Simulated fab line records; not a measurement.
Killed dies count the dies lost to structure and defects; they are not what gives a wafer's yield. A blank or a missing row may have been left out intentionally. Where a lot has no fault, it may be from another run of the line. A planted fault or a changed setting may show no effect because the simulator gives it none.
The tool behind it: which one?	flow n5 finfet	20 lots, 60 wafers sampled, at 6 steps of a route of 1938

## WHAT THE GAUGES SHOWED, per wafer
No reading from a measuring or inspecting step in the record can be judged against a usual standard deviation.

## WHAT TOOL EACH LOT RAN ON (gives the tool, then ch and the chambers of the sampled wafers, and finally the start)
lot	N5_BEOL_M4_ETCH_64	N5_BEOL_M4_ETCHBACK_99	N5_BEOL_M4_VIA_ETCH_34	N5_BEOL_M4_ANNEAL_80	N5_BEOL_M4_CMP_52	N5_BEOL_M4_CO_CAP_55
L074	rie diel-02 ch 2,3, day 8 05:56	rie diel-04 ch 0,2,3, day 8 15:28	rie diel-04 ch 0,2,3, day 8 15:37	pvd sputter-03, day 8 19:23	cmp-02 ch 0,3, day 8 21:44	cvd co-01 ch 1,2, day 8 22:08
L075	rie diel-01 ch 0,1,3, day 8 06:24	rie diel-01 ch 0,3, day 8 15:25	rie diel-01 ch 0,3, day 8 15:33	pvd sputter-01, day 8 17:45	cmp-01 ch 0,1, day 8 19:44	cvd co-02 ch 0,2, day 8 20:10
L076	rie diel-01 ch 1,3, day 8 11:44	rie diel-01 ch 1,2,3, day 8 23:13	rie diel-01 ch 1,2,3, day 8 23:22	pvd sputter-01, day 9 01:25	cmp-01 ch 0,1,3, day 9 03:23	cvd co-02 ch 0,2, day 9 03:45
L077	rie diel-02 ch 0,1,2, day 8 13:59	rie diel-02 ch 2,3, day 9 15:08	rie diel-02 ch 2,3, day 9 15:17	pvd sputter-01, day 9 17:10	cmp-01 ch 0,2, day 9 19:19	cvd co-02 ch 0,2, day 9 19:39
L078	rie diel-04 ch 0,2,3, day 8 23:36	rie diel-01 ch 0,3, day 9 18:17	rie diel-01 ch 0,3, day 9 18:25	pvd sputter-01, day 9 20:02	cmp-01 ch 1,2,3, day 9 22:16	cvd co-02 ch 0,2, day 9 22:34
L081	rie diel-02 ch 0,1,2, day 9 22:23	rie diel-02 ch 0,1, day 10 02:18	rie diel-02 ch 0,1, day 10 02:26	pvd sputter-01, day 10 05:31	cmp-01 ch 0,2,3, day 10 07:32	cvd co-01 ch 0,1, day 10 07:52
L082	rie diel-01 ch 0,2, day 10 00:05	rie diel-04 ch 0,3, day 10 12:26	rie diel-04 ch 0,3, day 10 12:34	pvd sputter-02, day 10 14:26	cmp-02 ch 1,2,3, day 10 16:50	cvd co-01 ch 1,2, day 10 17:20
L085	rie diel-04 ch 0,3, day 10 06:53	rie diel-04 ch 0,3, day 10 16:13	rie diel-04 ch 0,3, day 10 16:21	pvd sputter-03, day 10 18:28	cmp-02 ch 1,2,3, day 10 20:25	cvd co-01 ch 0,1,2, day 10 20:47
L084	rie diel-02 ch 1,3, day 10 07:43	rie diel-01 ch 0,1,2, day 10 17:31	rie diel-01 ch 0,1,2, day 10 17:39	pvd sputter-03, day 10 20:50	cmp-01 ch 0,3, day 10 22:47	cvd co-02 ch 1,2, day 10 23:10
L086	rie diel-02 ch 0,1, day 11 03:28	rie diel-04 ch 1,2,3, day 11 17:55	rie diel-04 ch 1,2,3, day 11 18:04	pvd sputter-03, day 11 19:29	cmp-02 ch 2,3, day 11 21:50	cvd co-02 ch 0,1,2, day 11 22:10
L089	rie diel-02 ch 0,1, day 11 21:55	rie diel-02 ch 0,1,3, day 11 23:07	rie diel-02 ch 0,1,3, day 11 23:16	pvd sputter-03, day 12 02:16	cmp-01 ch 0,1,3, day 12 05:17	cvd co-02 ch 0,2, day 12 05:38
L087	rie diel-04 ch 2,3, day 11 21:58	rie diel-02 ch 1,3, day 12 02:02	rie diel-02 ch 1,3, day 12 02:11	pvd sputter-02, day 12 04:05	cmp-01 ch 0,2,3, day 12 06:26	cvd co-02 ch 0,1,2, day 12 06:43
L090	rie diel-04 ch 0,1,3, day 11 23:28	rie diel-01 ch 1,2,3, day 12 02:34	rie diel-01 ch 1,2,3, day 12 02:43	pvd sputter-01, day 12 05:50	cmp-01 ch 0,1,3, day 12 07:47	cvd co-01 ch 0,1,2, day 12 08:10
L088	rie diel-02 ch 0,1, day 12 04:35	rie diel-01 ch 0,1,2, day 12 11:43	rie diel-01 ch 0,1,2, day 12 11:52	pvd sputter-03, day 12 13:36	cmp-02 ch 1,3, day 12 15:34	cvd co-01 ch 1,2, day 12 15:57
L091	rie diel-04 ch 0,3, day 12 04:38	rie diel-01 ch 0,1, day 12 12:12	rie diel-01 ch 0,1, day 12 12:20	pvd sputter-03, day 12 16:04	cmp-01 ch 0,1,3, day 12 18:05	cvd co-01 ch 1,2, day 12 18:26
L092	rie diel-04 ch 1,2,3, day 12 06:32	rie diel-01 ch 0,1,2, day 12 17:47	rie diel-01 ch 0,1,2, day 12 17:56	pvd sputter-01, day 12 20:25	cmp-01 ch 1,2,3, day 12 22:28	cvd co-02 ch 1,2, day 12 22:44
L093	rie diel-01 ch 2,3, day 12 12:41	rie diel-02 ch 0,2,3, day 13 07:05	rie diel-02 ch 0,2,3, day 13 07:13	pvd sputter-02, day 13 10:05	cmp-01 ch 1,3, day 13 12:04	cvd co-02 ch 0,1,2, day 13 12:29
L095	rie diel-04 ch 2,3, day 13 02:52	rie diel-04 ch 1,2,3, day 13 08:16	rie diel-04 ch 1,2,3, day 13 08:25	pvd sputter-03, day 13 11:47	cmp-03 ch 0,1, day 13 13:44	cvd co-02 ch 0,1,2, day 13 14:07
L096	rie diel-02 ch 0,2, day 13 19:41	rie diel-01 ch 0,1,3, day 14 14:20	rie diel-01 ch 0,1,3, day 14 14:28	pvd sputter-02, day 14 16:04	cmp-01 ch 0,1,2, day 14 18:07	cvd co-01 ch 1,2, day 14 18:26
L097	rie diel-01 ch 0,1,3, day 15 13:15	rie diel-01 ch 0,1,3, day 15 15:16	rie diel-01 ch 0,1,3, day 15 15:24	pvd sputter-01, day 15 17:10	cmp-03 ch 0,2,3, day 15 19:07	cvd co-01 ch 0,1,2, day 15 19:29
- N5_BEOL_M4_ETCH_64: etches SOC in N2/H2, target depth 75 nm, overetch 22.5 nm, time 121.9 s.
- N5_BEOL_M4_ETCHBACK_99: etches SiO2 in CHF3, target depth 5 nm, time 10.4 s.
- N5_BEOL_M4_VIA_ETCH_34: etches the open film in C4F6/O2, target depth 69.4 nm, time 65.9 s.
- N5_BEOL_M4_ANNEAL_80: time 240 s.
- N5_BEOL_M4_CMP_52: polishes, stops on SiOC, t overpolish 6.8 s, target thk 40 nm.
- N5_BEOL_M4_CO_CAP_55: material Co, precursor CCTBA/H2, target thk 2 nm, time 102.1 s.

## WHAT THE TOOLS THEMSELVES READ (means of the sampled wafers that have a number; where no wafer has one, the mark that the record gives instead)
N5_BEOL_M4_ETCH_64. Usual: bias w 150.1 W, standard deviation 0.43; chamber pressure mTorr 30.004 mTorr, standard deviation 0.026; drypump motor current A 5.7 A, standard deviation 0.41; oes product au 0.59 a.u., standard deviation 0.062; rf vpp V 524.2 V, standard deviation 2.8; showerhead plenum p Torr 2.56 Torr, standard deviation 0.1; temp c 39.98 C, standard deviation 0.11; throttle valve pct 17.78 %, standard deviation 0.18.
lot	tool	bias w (W)	chamber pressure mTorr (mTorr)	drypump motor current A (A)	oes product au (a.u.)	rf vpp V (V)	showerhead plenum p Torr (Torr)	temp c (C)	throttle valve pct (%)	flag
L074	rie diel-02	150.0	30.001	5.8	0.53	524.7	2.56	39.97	17.97	
L075	rie diel-01	150.0	29.977	5.0	0.58	524.7	2.57	40.01	17.81	
L076	rie diel-01	149.8	30.014	5.0	0.61	525.8	2.63	39.85	17.74	
L077	rie diel-02	150.0	29.995	5.6	0.55	521.4	2.46	40.01	17.84	
L078	rie diel-04	149.7	29.998	5.7	0.63	524.3	2.58	40.02	17.68	
L081	rie diel-02	150.4	29.983	5.7	0.56	521.8	2.45	39.97	17.88	
L082	rie diel-01	150.1	30.005	5.9	0.61	526.4	2.63	40.07	17.82	
L085	rie diel-04	150.2	29.999	5.8	0.59	525.0	2.60	40.09	17.84	
L084	rie diel-02	150.2	30.001	5.6	0.54	524.5	2.56	39.91	17.83	
L086	rie diel-02	150.5	30.006	5.4	0.56	523.0	2.49	40.04	17.73	
L089	rie diel-02	149.9	30.003	5.6	0.56	521.8	2.45	39.96	17.75	
L087	rie diel-04	149.9	30.017	5.8	0.57	523.2	2.51	40.00	17.80	
L090	rie diel-04	150.4	29.986	6.0	0.58	525.6	2.61	40.00	17.88	
L088	rie diel-02	150.1	30.014	5.4	0.54	522.5	2.48	39.93	17.75	
L091	rie diel-04	149.5	30.006	5.7	0.62	526.6	2.64	40.12	17.81	
L092	rie diel-04	149.8	30.006	6.0	0.56	523.9	2.53	39.95	17.82	
L093	rie diel-01	149.8	30.023	5.9	0.63	527.8	2.70	39.92	17.78	
L095	rie diel-04	150.1	30.012	5.8	0.58	521.4	2.48	39.98	17.69	
L096	rie diel-02	150.3	30.028	5.5	0.59	524.6	2.57	39.93	17.78	
L097	rie diel-01	150.1	30.027	5.0	0.59	523.4	2.55	39.87	17.76	

N5_BEOL_M4_ETCHBACK_99. Usual: for bias w, 47.00 W with a standard deviation of 0.14; for chamber pressure mTorr, 29.998 mTorr with a standard deviation of 0.026; for drypump motor current A, 5.5 A with a standard deviation of 0.47; for oes product au, 0.79 a.u. with a standard deviation of 0.087; for rf vpp V, 241 V with a standard deviation of 4.6; for showerhead plenum p Torr, 2.17 Torr with a standard deviation of 0.079; for throttle valve pct, 17.01 % with a standard deviation of 0.2.
lot	tool	bias w (W)	chamber pressure mTorr (mTorr)	drypump motor current A (A)	oes product au (a.u.)	rf vpp V (V)	showerhead plenum p Torr (Torr)	throttle valve pct (%)	flag
L074	rie diel-04	47.02	29.996	5.8	0.84	240	2.19	16.89	
L075	rie diel-01	47.08	29.976	4.9	0.77	242	2.18	17.04	
L076	rie diel-01	47.00	30.003	5.5	0.80	243	2.22	16.98	
L077	rie diel-02	46.88	29.988	5.8	0.68	235	2.10	17.28	
L078	rie diel-01	47.00	29.990	4.9	0.75	243	2.18	17.06	
L081	rie diel-02	47.05	30.019	5.4	0.74	238	2.13	17.02	
L082	rie diel-04	47.06	29.975	5.8	0.78	241	2.19	16.96	
L085	rie diel-04	47.06	30.000	5.7	0.84	245	2.23	16.84	
L084	rie diel-01	47.13	30.010	5.5	0.84	245	2.18	16.99	
L086	rie diel-04	46.94	30.009	6.0	0.74	236	2.15	17.14	
L089	rie diel-02	47.12	29.985	5.6	0.80	239	2.14	16.93	
L087	rie diel-02	47.00	30.010	5.6	0.82	241	2.12	16.91	
L090	rie diel-01	46.97	30.008	5.5	0.86	242	2.22	16.87	
L088	rie diel-01	46.89	29.997	5.5	0.81	245	2.17	17.02	
L091	rie diel-01	46.98	29.974	5.0	0.77	245	2.12	17.10	
L092	rie diel-01	46.99	30.000	5.5	0.81	246	2.17	17.03	
L093	rie diel-02	47.01	29.983	5.6	0.86	237	2.22	16.92	
L095	rie diel-04	46.94	30.008	6.0	0.72	235	2.15	17.15	
L096	rie diel-01	47.07	30.024	5.0	0.78	242	2.16	16.98	
L097	rie diel-01	47.01	29.999	5.0	0.78	241	2.15	16.99	

N5_BEOL_M4_VIA_ETCH_34. Usual: O2_flow_sccm 10.000 sccm, standard deviation 0.029; bias w 170.0 W, standard deviation 0.56; chamber pressure mTorr 14.998 mTorr, standard deviation 0.013; drypump motor current A 5.5 A, standard deviation 0.46; oes product au 0.79 a.u., standard deviation 0.087; rf vpp V 666 V, standard deviation 12; showerhead plenum p Torr 2.86 Torr, standard deviation 0.1; throttle valve pct 30.72 %, standard deviation 0.21.
lot	tool	O2_flow_sccm (sccm)	bias w (W)	chamber pressure mTorr (mTorr)	drypump motor current A (A)	oes product au (a.u.)	rf vpp V (V)	showerhead plenum p Torr (Torr)	throttle valve pct (%)	flag
L074	rie diel-04	9.982	170.0	15.002	5.7	0.84	665	2.88	30.53	
L075	rie diel-01	10.012	170.0	15.004	4.9	0.77	671	2.88	30.82	
L076	rie diel-01	9.991	169.9	15.008	5.5	0.81	671	2.93	30.66	
L077	rie diel-02	9.991	169.6	14.990	5.8	0.68	650	2.77	30.82	
L078	rie diel-01	9.981	169.5	15.002	4.9	0.75	670	2.88	30.83	
L081	rie diel-02	10.009	169.8	15.000	5.4	0.74	659	2.81	30.80	
L082	rie diel-04	9.979	169.7	15.004	5.8	0.78	667	2.89	30.62	
L085	rie diel-04	9.991	169.7	15.007	5.7	0.84	673	2.94	30.49	
L084	rie diel-01	9.994	170.2	14.993	5.6	0.84	678	2.87	30.78	
L086	rie diel-04	9.963	169.9	15.010	6.0	0.73	653	2.84	30.69	
L089	rie diel-02	9.975	170.0	14.994	5.6	0.80	662	2.83	30.69	
L087	rie diel-02	10.002	170.0	15.004	5.7	0.82	665	2.80	30.70	
L090	rie diel-01	10.026	170.0	15.001	5.5	0.85	671	2.92	30.62	
L088	rie diel-01	10.000	169.9	15.009	5.5	0.81	678	2.87	30.80	
L091	rie diel-01	10.007	170.0	14.999	5.0	0.77	676	2.80	30.87	
L092	rie diel-01	10.029	169.6	15.001	5.5	0.82	677	2.87	30.81	
L093	rie diel-02	10.023	169.9	14.993	5.6	0.85	658	2.92	30.65	
L095	rie diel-04	10.026	170.2	14.995	6.0	0.72	651	2.83	30.70	
L096	rie diel-01	10.026	170.3	14.992	5.0	0.79	669	2.85	30.69	
L097	rie diel-01	10.018	169.9	14.994	5.0	0.78	668	2.84	30.69	

N5_BEOL_M4_ANNEAL_80. Usual: heater power w 852 W, standard deviation 84; susceptor temp C 400.00 C, standard deviation 0.22.
lot	tool	heater power w (W)	susceptor temp C (C)	flag
L074	pvd sputter-03	858	400.03	
L075	pvd sputter-01	914	400.00	
L076	pvd sputter-01	882	399.98	
L077	pvd sputter-01	901	400.07	
L078	pvd sputter-01	913	400.10	
L081	pvd sputter-01	887	400.29	
L082	pvd sputter-02	856	399.88	
L085	pvd sputter-03	802	400.07	
L084	pvd sputter-03	783	400.03	
L086	pvd sputter-03	900	399.73	
L089	pvd sputter-03	788	399.75	
L087	pvd sputter-02	781	399.96	
L090	pvd sputter-01	917	400.34	
L088	pvd sputter-03	844	400.08	
L091	pvd sputter-03	780	400.01	
L092	pvd sputter-01	869	400.05	
L093	pvd sputter-02	856	400.09	
L095	pvd sputter-03	845	399.92	
L096	pvd sputter-02	721	400.11	
L097	pvd sputter-01	890	400.05	

N5_BEOL_M4_CMP_52. Usual: barrier field endpoint s 24.7 s, standard deviation 0.63; motor current A 6.2 A, standard deviation 0.53; overpolish run s 6.800 s, standard deviation 0.0096; time to endpoint s 63 s, standard deviation 3.
lot	tool	barrier field endpoint s (s)	motor current A (A)	overpolish run s (s)	time to endpoint s (s)	flag
L074	cmp-02	24.9	5.8	6.808	64	
L075	cmp-01	25.0	6.9	6.804	63	
L076	cmp-01	24.6	6.5	6.807	63	
L077	cmp-01	24.5	6.5	6.800	62	
L078	cmp-01	24.4	6.1	6.797	62	
L081	cmp-01	24.7	6.5	6.803	60	
L082	cmp-02	24.7	6.0	6.801	64	
L085	cmp-02	24.2	5.7	6.797	62	
L084	cmp-01	24.3	6.7	6.803	63	
L086	cmp-02	24.4	6.0	6.801	59	
L089	cmp-01	24.7	6.5	6.790	66	
L087	cmp-01	25.1	6.7	6.796	63	
L090	cmp-01	24.9	6.5	6.791	65	
L088	cmp-02	24.2	6.0	6.794	62	
L091	cmp-01	24.3	6.8	6.797	60	
L092	cmp-01	25.1	6.0	6.799	64	
L093	cmp-01	24.5	6.1	6.802	67	
L095	cmp-03	24.9	6.0	6.810	64	
L096	cmp-01	25.4	6.5	6.792	64	
L097	cmp-03	24.4	5.9	6.801	60	

N5_BEOL_M4_CO_CAP_55. Usual: heater power w 224 W, standard deviation 17; susceptor temp C 200.00 C, standard deviation 0.15.
lot	tool	heater power w (W)	susceptor temp C (C)	flag
L074	cvd co-01	209	200.00	
L075	cvd co-02	229	200.26	
L076	cvd co-02	225	200.14	
L077	cvd co-02	229	199.96	
L078	cvd co-02	226	200.10	
L081	cvd co-01	216	199.95	
L082	cvd co-01	213	199.91	
L085	cvd co-01	211	199.93	
L084	cvd co-02	235	200.07	
L086	cvd co-02	237	200.04	
L089	cvd co-02	224	199.94	
L087	cvd co-02	238	200.04	
L090	cvd co-01	210	200.02	
L088	cvd co-01	204	199.99	
L091	cvd co-01	211	199.93	
L092	cvd co-02	244	200.05	
L093	cvd co-02	235	200.07	
L095	cvd co-02	235	200.04	
L096	cvd co-01	205	199.84	
L097	cvd co-01	213	200.08	

## THE ANSWER, worked out from the rows above alone
Rule: lot off if the mean of its wafers having a number is beyond 3 standard deviations from the usual mean. Also off: a lot with no number at a reading for which 4 or more lots have one. All remaining lots with rows at the step are treated as sound. After the gauges, taken in route order, come the tools' own readings; for these a lot's mean is taken, as printed above. The first step at which some lot is off is used, and at that step the reading that is off furthest; a lot without a number counts as furthest.
Nothing can be told from this: no lot is off at any reading shown.

## WHAT THE SIMULATOR HAD INSERTED
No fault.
